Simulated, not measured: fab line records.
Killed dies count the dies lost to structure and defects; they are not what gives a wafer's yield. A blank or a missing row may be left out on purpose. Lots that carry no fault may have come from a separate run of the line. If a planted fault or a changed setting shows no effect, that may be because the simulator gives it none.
Split-lot study | flow n5Finfet | route with 1938 steps; 7 lots, 21 wafers read

ABOUT THE SPLIT
At N5_BEOL_M14_COAT_66 (time 60 s, resist thk 110 nm), the setting spinRpm was moved away from the recipe's 1500 rpm on 6 of the 21 wafers read, by -3.5% to +5.7%. This setting was run at the recipe's value on the other wafers.

FROM THE SPLIT TO THE READING: what the file shows between them, 4 steps
- N5_BEOL_M14_COAT_22: resist thk 300 nm
- N5_BEOL_M14_EBR_24
- N5_BEOL_M14_DESCUM_33: chemistry O2, time 7.9 s
- N5_BEOL_M14_ETCH_67: etches SiARC in CF4, target depth 143 nm, time 238.3 s

THE READING
SiARC_of_BEOL_M14_COAT_66.thkNm (the simulator's own value, which no gauge read), in nm, at N5_BEOL_M14_ETCH_68 (etches SOC in N2/H2, time 450 s). No usual value for it is given in the file. Here, 15 wafers ran the recipe; their average is 64.8 nm with a standard deviation of 0.42 nm.

wafer  | tool, chamber at the split | spinRpm as run, rpm | against the recipe | SiARC_of_BEOL_M14_COAT_66.thkNm, nm | against lot-mates on the recipe
L075.1 | lithoTrack-05, 0           | 1586                | +5.7%              | 61.6                                | -3.4
L075.2 | lithoTrack-05, 0           | 1586                | +5.7%              | 61.2                                | -3.8
L075.6 | lithoTrack-05, 0           | 1500                | recipe             | 65                                  | -
L081.1 | lithoTrack-01, 0           | 1500                | recipe             | 64.8                                | -
L081.3 | lithoTrack-01, 0           | 1500                | recipe             | 64.8                                | -
L081.6 | lithoTrack-01, 0           | 1500                | recipe             | 64.4                                | -
L082.1 | lithoTrack-02, 0           | 1500                | recipe             | 64.4                                | -
L082.3 | lithoTrack-02, 0           | 1500                | recipe             | 65.4                                | -
L082.5 | lithoTrack-02, 0           | 1500                | recipe             | 65.4                                | -
L084.2 | lithoTrack-01, 0           | 1500                | recipe             | 64.6                                | -
L084.5 | lithoTrack-01, 0           | 1500                | recipe             | 65                                  | -
L084.6 | lithoTrack-01, 0           | 1500                | recipe             | 64.2                                | -
L083.2 | lithoTrack-02, 0           | 1500                | recipe             | 65                                  | -
L083.4 | lithoTrack-02, 0           | 1500                | recipe             | 64.6                                | -
L083.6 | lithoTrack-02, 0           | 1500                | recipe             | 64.8                                | -
L087.3 | lithoTrack-05, 0           | 1500                | recipe             | 65.6                                | -
L087.4 | lithoTrack-05, 0           | 1579                | +5.3%              | 62.2                                | -3.4
L087.5 | lithoTrack-05, 0           | 1579                | +5.3%              | 63                                  | -2.6
L089.1 | lithoTrack-05, 0           | 1448                | -3.5%              | 66.8                                | +2.6
L089.5 | lithoTrack-05, 0           | 1448                | -3.5%              | 67                                  | +2.8
L089.6 | lithoTrack-05, 0           | 1500                | recipe             | 64.2                                | -

FIT RESULTS
A straight line over all 21 wafers: SiARC_of_BEOL_M14_COAT_66.thkNm changes by -0.534 nm for each +1% of spinRpm; r = -0.95; the points scatter about the line by 0.46 nm.
The same after taking each lot's own level away (the mean of its wafers on the recipe; 21 wafers): -0.64 nm for each +1%; r = -0.98; scatter 0.34 nm.
Per that fit: largest spinRpm move, reading shift of 3.7 nm.
Across the lots, their own levels run from 64.20 to 65.60 nm, a range of 3.4 times the standard deviation given above.
Thus the slope moves with the lot-to-lot level: the two fits are different.
Check: -3.64 nm against its lot-mates is what the line predicts for one of the wafers moved furthest among these (+5.7%) when that wafer is left out of the fit. Against them it came out at -3.4 nm.

ADDITIONAL SPLITS CARRIED BY THESE WAFERS
These wafers also went through other splits before the reading. Each is held against what the fit with the lots' levels taken away leaves over:
other split on the same wafers | wafers away from the commonest value | r with SiARC_of_BEOL_M14_COAT_66.thkNm (lot level and that fit taken away)
N5_BEOL_M9_COAT_05 spinRpm     | 8                                    | -0.26
N5_BEOL_M10_DEP_56 timeS       | 7                                    | -0.16
N5_BEOL_M12_COAT_04 spinRpm    | 8                                    | -0.09
N5_BEOL_M12_ETCH_59 h2FlowSccm | 9                                    | -0.30
N5_BEOL_M12_SPUTTER_44 powerW  | 6                                    | -0.25
N5_BEOL_M14_COAT_65 spinRpm    | 5                                    | +0.28

THE WHOLE CHAIN: every reading that the file lists as answering this split, in the file's order
step                | what it does                                           | reading                                                                          | change (the file's fit)               | r (the file's)
N5_BEOL_M14_COAT_66 | time 60 s, resist thk 110 nm                           | SiARC_of_BEOL_M14_COAT_66.thkNm (the simulator's own value, which no gauge read) | -0.532 nm for each +1% of the setting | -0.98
N5_BEOL_M14_ETCH_67 | etches SiARC in CF4, target depth 143 nm, time 238.3 s | etch.depthNm (the simulator's own value, which no gauge read)                    | -0.525 nm for each +1% of the setting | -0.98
N5_BEOL_M14_ETCH_67 | etches SiARC in CF4, target depth 143 nm, time 238.3 s | coat_of_BEOL_M14_COAT_22.thkNm (the simulator's own value, which no gauge read)  | +0.492 nm for each +1% of the setting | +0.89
N5_BEOL_M14_ETCH_68 | etches SOC in N2/H2, time 450 s                        | SiARC_of_BEOL_M14_COAT_66.thkNm (the simulator's own value, which no gauge read) | -0.631 nm for each +1% of the setting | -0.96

THE FILE'S OWN FIT
SiARC_of_BEOL_M14_COAT_66.thkNm changes by -0.631 nm for each +1% of spinRpm, r = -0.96.
